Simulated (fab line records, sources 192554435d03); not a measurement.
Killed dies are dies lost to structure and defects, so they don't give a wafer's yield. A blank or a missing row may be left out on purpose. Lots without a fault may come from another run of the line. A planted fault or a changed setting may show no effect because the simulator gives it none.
fab line records | flow n5_finfet
record lots=6 wafers=16 last_day=18
route steps=1938 shown ILD0@337 SDB@347
lots that met no fault: from a run of the same line without faults
start_h: hours from the record's first day to the start of the lot's first wafer shown | wait_h: hours since the lot's step before | " the same as in the row above | L1.1+2: a row that stands for several wafers | - no value, or no start given | * or withheld: withheld | < > ~ a bound
route shown NAME@n: a module of which the file shows steps, and the number in the route of the first | usual: mean/standard deviation of fault-free wafers | same: alike in all rows | chamber/n: place in a boat | sites: the reading at each site | _std_site: their standard deviation | _edge_site: outer sites' mean less inner sites' | radius_mm: how far each site lies from the wafer's centre | mask NAME#n: copy n | behind: the tool/chamber that last shaped the wafer | hold: why the lot was held/for how many hours/how that ended | device: the transistor (n, p or np) that didn't switch | end of line: the same wafers' tests at the end of the route | a step without rows: its recipe alone | killed: dies lost to structure and defects at the first sort, not the wafer's yield | map: a wafer's dies, x killed, . not, _ none there
set.NAME: the setting as run; set.NAME@STEP: as run at that earlier step | model.NAME: the simulator's own value behind a step, which no gauge read
lots at some steps of the route; a table a step, a row a wafer
services: from which hour (start_h, from the record's first day; less than 0 if before it) a tool's chamber was out of use, for how many hours, and why
## steps
# step N5_ILD0_CURE_02
# recipe temp_c=450 time_s=1800 ambient=steam idle_temp_c=400 ramp_up_c_per_min=5 ramp_down_c_per_min=3 densification_p_h2o_torr=640
# step N5_ILD0_CMP_03
# recipe stop_on=SiNx t_overpolish_s=1.9 post_cmp_clean=alkaline_brush down_force_psi=4.1491 platen_rpm=51.796 pad_velocity_m_s=1.0306 target_thk_nm=197.38
# usual motor_current_A=13.2/1.1 overpolish_run_s=1.900/0.0084 time_to_endpoint_s=72/4.9
# columns lot.wafer tool chamber start_h wait_h motor_current_A overpolish_run_s time_to_endpoint_s
L105.4 cmp-01 1 62.38 0.1 13.6 1.891 67
L105.1 " 3 " " 10.4 1.890 63
L105.6 " 2 " " 14.2 1.896 72
L113.1 cmp-02 2 113.43 0.0 13.5 1.893 75
L113.3 " 1 " " 12.2 1.893 74
L113.6 " 3 " " 12.9 1.889 76
L118.2 cmp-02 0 140.70 0.1 12.8 1.896 72
L118.5 " 0 " " 13.4 1.896 78
L119.2 cmp-02 0 144.86 0.1 13.1 1.891 73
L119.5 " 1 " " 11.7 1.898 74
L125.2 cmp-02 0 181.63 0.0 13.1 1.904 78
L125.4 " 1 " " 11.5 1.901 76
L125.6 " 1 " " 11.9 1.902 76
L126.3 cmp-04 1 192.19 0.1 14.5 1.908 62
L126.2 " 2 " " 13.7 1.920 63
L126.1 " 3 " " 12.4 1.891 65
# step N5_ILD0_THK_MEAS_04
# usual thk_nm=197.5/1.1
# columns lot.wafer tool chamber start_h wait_h thk_nm
L105.1 film_metro-01 - 62.67 - 197.5
L105.4 " - " " 197.3
L105.6 " - " " 197.6
L113.1 film_metro-01 - 113.72 - 197.2
L113.3 " - " " 198.4
L113.6 " - " " 198.6
L118.2 film_metro-02 - 140.96 - 198.9
L118.5 " - " " 198.1
L119.2 film_metro-01 - 145.04 - 196.7
L119.5 " - " " 197.7
L125.2 film_metro-01 - 181.92 - 198.6
L125.4 " - " " 197.8
L125.6 " - " " 198.6
L126.1 film_metro-01 - 192.45 - 196.5
L126.2 " - " " 197.1
L126.3 " - " " 195.6
# step N5_ILD0_CMP_07
# recipe stop_on=poly-Si material=SiO2_flowable t_overpolish_s=1.18 post_cmp_clean=alkaline_brush down_force_psi=4.1491 platen_rpm=51.796 pad_velocity_m_s=1.0306 target_thk_nm=138.88
# usual motor_current_A=13.0/1.2
# columns lot.wafer tool chamber start_h wait_h motor_current_A
L105.1 cmp-01 0 62.83 0.2 13.3
L105.4 " 2 " " 14.7
L105.6 " 0 " " 13.9
L113.1 cmp-02 2 113.88 0.2 13.0
L113.3 " 0 " " 13.6
L113.6 " 3 " " 12.8
L118.2 cmp-01 1 141.07 0.1 13.5
L118.5 " 3 " " 10.0
L119.2 cmp-02 1 145.07 0.0 11.7
L119.5 " 2 " " 13.7
L125.4 cmp-02 3 181.99 0.1 13.0
L125.2 " 0 " " 12.4
L125.6 " 3 " " 14.1
L126.1 cmp-01 0 192.48 0.0 13.4
L126.3 " 1 " " 13.2
L126.2 " 2 " " 13.7
# step N5_ILD0_THK_MEAS_08
# usual thk_nm=139.1/1.5
# columns lot.wafer tool chamber start_h wait_h thk_nm
L105.1 film_metro-02 - 63.12 - 140.9
L105.4 " - " " 139.9
L105.6 " - " " 140.8
L113.1 film_metro-01 - 114.18 - 139.7
L113.3 " - " " 138.0
L113.6 " - " " 137.8
L118.2 film_metro-01 - 141.28 - 139.4
L118.5 " - " " 138.1
L119.2 film_metro-01 - 145.36 - 139.2
L119.5 " - " " 140.1
L125.2 film_metro-02 - 182.25 - 139.9
L125.4 " - " " 139.8
L125.6 " - " " 139.6
L126.1 film_metro-02 - 192.77 - 140.2
L126.2 " - " " 140.3
L126.3 " - " " 139.0
# step N5_ILD0_PRECLEAN_10
# recipe chemistry=NF3:NH3 afs_cycles=5 time_s=20 temp_c=30 sublimation_temp_c=180 sublimation_time_s=60 pressure_torr=3 rf_power_w=30
# step N5_ILD0_ALD_15
# recipe material=SiNx target_thk_a=240 temp_c=400 ald_precursor_family=SiH2I2 ald_co_reactant=N2/H2-plasma pulse_time_s=1 ald_cycles=480 purge_time_s=2 co_reactant_purge_time_s=2 pressure_torr=2
# usual heater_power_w=837/53 precursor_pulse_height_rel=1.000/0.02
# columns lot.wafer tool chamber start_h wait_h heater_power_w precursor_pulse_height_rel
L105.1 ald_sin-02 3 63.84 0.6 906 1.006
L105.4 " 1 " " 889 1.014
L105.6 " 0 64.93 1.1 781 0.983
L113.1 ald_sin-04 3 114.89 0.6 841 0.974
L113.3 " 0 " " 830 0.999
L113.6 " 2 115.98 1.1 759 1.018
L118.2 ald_sin-02 0 142.02 0.5 783 1.015
L118.5 " 1 143.10 1.2 914 1.004
L119.2 ald_sin-01 3 146.08 0.5 902 0.999
L119.5 " 1 147.16 1.2 824 1.021
L125.2 ald_sin-01 0 182.97 0.5 887 1.007
L125.4 " 1 " " 825 1.006
L125.6 " 2 184.05 1.1 792 0.992
L126.1 ald_sin-01 1 193.49 0.6 835 0.975
L126.2 " 2 " " 803 1.020
L126.3 " 0 " " 875 0.991
# step N5_ILD0_CMP_12
# recipe stop_on=poly-Si material=SiNx t_overpolish_s=6 post_cmp_clean=alkaline_brush down_force_psi=2.5 platen_rpm=51.8 pad_velocity_m_s=1.0307 target_thk_nm=17.67
# usual motor_current_A=9.6/0.96 overpolish_run_s=6.000/0.0087 time_to_endpoint_s=30/3.7
# columns lot.wafer tool chamber start_h wait_h motor_current_A overpolish_run_s time_to_endpoint_s
L105.1 cmp-01 1 66.13 1.2 9.7 6.013 30
L105.4 " 3 " " 7.5 6.001 24
L105.6 " 0 " " 10.0 5.994 35
L113.1 cmp-01 2 117.26 1.3 9.8 5.997 32
L113.3 " 0 " " 10.0 6.002 34
L113.6 " 2 " " 10.2 5.991 33
L118.2 cmp-02 3 144.33 1.2 10.0 5.992 28
L118.5 " 0 " " 9.4 5.972 30
L119.2 cmp-02 0 148.35 1.2 9.8 6.008 33
L119.5 " 2 " " 10.1 5.996 33
L125.4 cmp-02 0 185.20 1.2 9.9 5.994 31
L125.2 " 1 " " 8.8 6.002 28
L125.6 " 3 " " 9.9 6.004 28
L126.2 cmp-01 2 195.73 1.2 10.1 6.009 33
L126.1 " 3 " " 7.4 6.004 22
L126.3 " 0 " " 9.5 6.004 33
# step N5_ILD0_THK_MEAS_13
# usual thk_nm=17.9/1.4
# columns lot.wafer tool chamber start_h wait_h thk_nm
L105.1 film_metro-01 - 66.39 - 18.1
L105.4 " - " " 16.7
L105.6 " - " " 19.9
L113.1 film_metro-01 - 117.55 - 20.2
L113.3 " - " " 21.1
L113.6 " - " " 20.5
L118.2 film_metro-01 - 144.51 - 17.1
L118.5 " - " " 17.6
L119.2 film_metro-02 - 148.57 - 17.9
L119.5 " - " " 19.4
L125.2 film_metro-02 - 185.46 - 19.2
L125.4 " - " " 18.2
L125.6 " - " " 18.7
L126.1 film_metro-01 - 195.99 - 14.5
L126.2 " - " " 19.2
L126.3 " - " " 19.1
# step N5_ILD0_INSPECT_06
# recipe inspect_instrument=darkfield mode=post_cmp
# usual raw_defect_count=33/13
# columns lot.wafer tool chamber start_h wait_h raw_defect_count
L105.1 defect_inspect-02 - 66.42 0.0 29
L105.4 " - " " 21
L105.6 " - " " 43
L113.1 defect_inspect-02 - 117.58 0.0 20
L113.3 " - " " 29
L113.6 " - " " 28
L118.2 defect_inspect-02 - 144.54 0.0 35
L118.5 " - " " 43
L119.2 defect_inspect-02 - 148.60 0.0 39
L119.5 " - " " 48
L125.2 defect_inspect-01 - 185.49 0.0 26
L125.4 " - " " 27
L125.6 " - " " 34
L126.1 defect_inspect-02 - 196.02 0.0 36
L126.2 " - " " 31
L126.3 " - " " 45
# step N5_SDB_HM_DEP_00
# recipe material=SiNx target_thk_a=400 temp_c=400 precursor=SiH4/NH3/N2 pressure_torr=1.5 rf_w=300 time_s=35.3
# usual heater_power_w=705/52 showerhead_plenum_p_Torr=5.09/0.062 throttle_valve_pct=40.9/2.3
# columns lot.wafer tool chamber start_h wait_h heater_power_w showerhead_plenum_p_Torr throttle_valve_pct
L105.1 pecvd-02 0 66.45 0.0 677 5.09 43.3
L105.4 " 1 " " 616 5.08 44.0
L105.6 " 0 " " 674 5.10 43.1
L113.1 pecvd-04 2 117.61 0.0 761 5.03 39.2
L113.3 " 1 " " 654 5.11 42.3
L113.6 " 0 " " 689 5.00 40.1
L118.2 pecvd-02 2 144.57 0.0 742 5.15 38.6
L118.5 " 0 " " 665 5.09 43.4
L119.2 pecvd-03 2 148.64 0.0 669 5.17 35.8
L119.5 " 0 " " 776 5.15 42.2
L125.2 pecvd-02 1 185.52 0.0 625 5.09 44.3
L125.4 " 1 " " 639 5.10 43.9
L125.6 " 0 " " 722 5.08 43.4
L126.1 pecvd-03 2 196.05 0.0 629 5.17 36.5
L126.2 " 0 " " 798 5.16 42.2
L126.3 " 1 " " 718 5.12 42.6
# step N5_SDB_COAT_03
# recipe resist=SOC temp_c=250 time_s=60 spin_rpm=1500 resist_thk_nm=100
# step N5_SDB_COAT_04
# recipe resist=SiARC temp_c=220 time_s=60 spin_rpm=1500 resist_thk_nm=18
# usual heater_power_total_W=427.4/2.1 run_length_s=66.43/0.15
# columns lot.wafer tool chamber start_h wait_h heater_power_total_W run_length_s
L105.1 litho_track-05 0 66.54 - 424.1 66.58
L105.4 " 0 " " 426.7 66.48
L105.6 " 0 " " 429.7 66.41
L113.1 litho_track-01 0 117.70 - 425.9 66.48
L113.3 " 0 " " 424.4 66.52
L113.6 " 0 " " 428.9 66.62
L118.2 litho_track-01 0 144.66 - 483.1 55.75
L118.5 " 0 " " 426.7 66.76
L119.2 litho_track-01 0 148.72 - 483.4 55.77
L119.5 " 0 " " 430.2 66.71
L125.2 litho_track-05 0 185.61 - 424.3 66.39
L125.4 " 0 " " 424.3 66.40
L125.6 " 0 " " 428.8 66.39
L126.1 litho_track-05 0 196.14 - 426.2 66.49
L126.2 " 0 " " 429.5 66.32
L126.3 " 0 " " 424.1 66.35
# step N5_SDB_COAT_05
# recipe resist=CAR-ArF spin_rpm=1500 resist_thk_nm=90
## services
# columns tool chamber start_h hours kind
cmp-02 - 56.23 5.8 repair
pecvd-04 - 68.07 1.5 repair
cmp-02 - 74.69 0.4 repair
cmp-04 - 84.21 2.2 repair
ald_sin-04 - 85.25 14.0 pm
pecvd-02 0 93.59 4.7 repair
ald_sin-02 0 95.73 15.3 repair
cmp-04 - 98.12 3.3 repair
pecvd-02 - 101.28 1.1 repair
pecvd-02 2 110.89 8.5 repair
cmp-04 - 111.36 10.1 pm
cmp-02 - 120.37 3.8 pm
cmp-04 - 123.00 0.7 repair
pecvd-02 0 131.36 4.5 repair
ald_sin-01 2 133.41 14.0 repair
cmp-04 - 142.43 4.0 pm
cmp-01 - 144.06 8.7 pm
cmp-02 - 153.93 0.7 repair
ald_sin-04 - 155.76 12.3 repair
cmp-01 - 158.35 4.3 pm
cmp-01 - 166.41 7.5 pm
pecvd-04 1 171.87 21.9 repair
cmp-04 - 173.15 2.0 repair
cmp-02 - 194.72 1.6 repair
## key
first_sign step=N5_SDB_COAT_04 reading=run_length_s direction=down sigmas=73 usual=* struck=*
effect step=N5_SDB_COAT_04 reading=heater_power_total_W direction=up sigmas=27 usual=* struck=*
met_at N5_SDB_COAT_04
struck_wafers L118.2,L119.2
tester_left_out L118,L119
onset_between 117.70 144.66
fault kind=process_parameter_drift tool=litho_track-01 chamber=- onset_h=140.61 steps=N5_SDB_COAT_04 channel=time_s offset=* shape=step end_h=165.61 scope=struck_wafers_only acts_in=* stated=*
# tester_left_out: of these lots the tester's yield and bins aren't shown, on N5 and GAA mostly nor the transistor test; their killed dies are dies lost to structure and defects alone, not to doping, threshold or leakage, so they don't give the yield
